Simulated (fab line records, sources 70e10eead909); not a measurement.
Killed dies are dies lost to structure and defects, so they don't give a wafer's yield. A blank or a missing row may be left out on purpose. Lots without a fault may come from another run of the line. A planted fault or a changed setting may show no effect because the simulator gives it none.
Which tool did it? | flow nand_harc | 11 lots, 33 wafers sampled, at 5 steps of a route of 1302

WHAT THE GAUGES READ, wafer by wafer
NHARC_END_SORT_01.
lot  | measured     | on        | killed_at_array
L568 | day 30 20:48 | prober-01 | 41 38 43
L569 | day 30 17:19 | prober-02 | 25 33 29
L570 | day 31 01:32 | prober-01 | 65 66 55
L576 | day 33 11:07 | prober-02 | 23 26 21

WHICH TOOL RAN EACH LOT (tool, then ch and the chambers of the sampled wafers, then the start)
lot  | NHARC_A_CHANNEL_HOLE_D1_ETCH_34               | NHARC_A_CHANNEL_HOLE_D1_ETCH_23  | NHARC_A_CHANNEL_HOLE_D1_ETCH_25  | NHARC_A_CHANNEL_FILL_D1_ALD_03
L555 | rie_diel-07 ch 0,1, day 8 17:11 or earlier    | har_etch-01 ch 0,1, day 8 17:11  | har_etch-01 ch 0,1, day 8 18:40  | ald_sin_batch-02 ch 0, day 9 02:05
L557 | rie_diel-10 ch 1,2,3, day 9 09:33 or earlier  | har_etch-02 ch 0,1, day 9 09:33  | har_etch-02 ch 0,1, day 9 11:03  | ald_sin_batch-03 ch 0, day 9 16:24
L560 | rie_diel-12 ch 1,2, day 10 21:31 or earlier   | har_etch-01 ch 0,1, day 10 21:31 | har_etch-01 ch 0,1, day 10 22:59 | ald_sin_batch-01 ch 0, day 11 06:32
L568 | rie_diel-10 ch 0,1,2, day 14 01:47 or earlier | har_etch-02 ch 1, day 14 01:47   | har_etch-02 ch 1, day 14 04:47   | ald_sin_batch-03 ch 0, day 14 12:42
L569 | rie_diel-12 ch 0,2,3, day 15 01:02 or earlier | har_etch-01 ch 0,1, day 15 01:02 | har_etch-01 ch 0,1, day 15 02:34 | ald_sin_batch-01 ch 0, day 15 09:11
L570 | rie_diel-07 ch 1,2,3, day 15 01:33 or earlier | har_etch-02 ch 0,1, day 15 01:33 | har_etch-02 ch 0,1, day 15 03:06 | ald_sin_batch-01 ch 0, day 15 09:11
L574 | rie_diel-10 ch 0,1,2, day 16 08:48 or earlier | har_etch-02 ch 0,1, day 16 08:48 | har_etch-02 ch 0,1, day 16 10:16 | ald_sin_batch-02 ch 0, day 16 16:44
L575 | rie_diel-10 ch 2,3, day 17 11:32 or earlier   | har_etch-02 ch 1, day 17 11:32   | har_etch-02 ch 1, day 17 13:01   | ald_sin_batch-01 ch 0, day 17 19:18
L576 | rie_diel-10 ch 0,3, day 17 20:07 or earlier   | har_etch-02 ch 0,1, day 17 20:07 | har_etch-02 ch 0,1, day 17 21:40 | ald_sin_batch-03 ch 0, day 18 03:40
L577 | rie_diel-10 ch 0,2,3, day 17 23:56 or earlier | har_etch-02 ch 0, day 17 23:56   | har_etch-02 ch 0, day 18 01:24   | ald_sin_batch-01 ch 0, day 18 08:01
L578 | rie_diel-10 ch 1,2,3, day 18 04:07 or earlier | har_etch-01 ch 0,1, day 18 04:07 | har_etch-01 ch 0,1, day 18 05:40 | ald_sin_batch-02 ch 0, day 18 11:41
- NHARC_A_CHANNEL_HOLE_D1_ETCH_34: etches the open film in CF4/CHF3, target depth 154 nm, time 77 s.
- NHARC_A_CHANNEL_HOLE_D1_ETCH_23: etches the open film in C4F8/O2/Ar, time 819 s, target depth 1600 nm.
- NHARC_A_CHANNEL_HOLE_D1_ETCH_25: etches the open film in C4F8/O2/Ar, time 1040.2 s, target depth 1500 nm.
- NHARC_A_CHANNEL_FILL_D1_ALD_03: deposits SiNx, target thk 6 nm, pulse time 60 s, ald cycles 58.

THE ANSWER, worked out from the rows above alone
Rule: what is usual is taken from the lots themselves. Put in order of their means at a reading, lots are off if they are a third of the lots or fewer, leave a main group of 4 or more, and stand apart from it by a gap of 3 or more times the standard deviation of the main group's means; of several such gaps the widest counts. A main group whose means are all the same, to the digits that the tables above print for the reading, isn't used. A lot without any number at a reading at which 4 lots or more have one is off too. The other lots that the step has rows for count as sound.
No lot is off at any reading shown: from this, nothing can be told.

WHAT THE SIMULATOR HAD PUT IN
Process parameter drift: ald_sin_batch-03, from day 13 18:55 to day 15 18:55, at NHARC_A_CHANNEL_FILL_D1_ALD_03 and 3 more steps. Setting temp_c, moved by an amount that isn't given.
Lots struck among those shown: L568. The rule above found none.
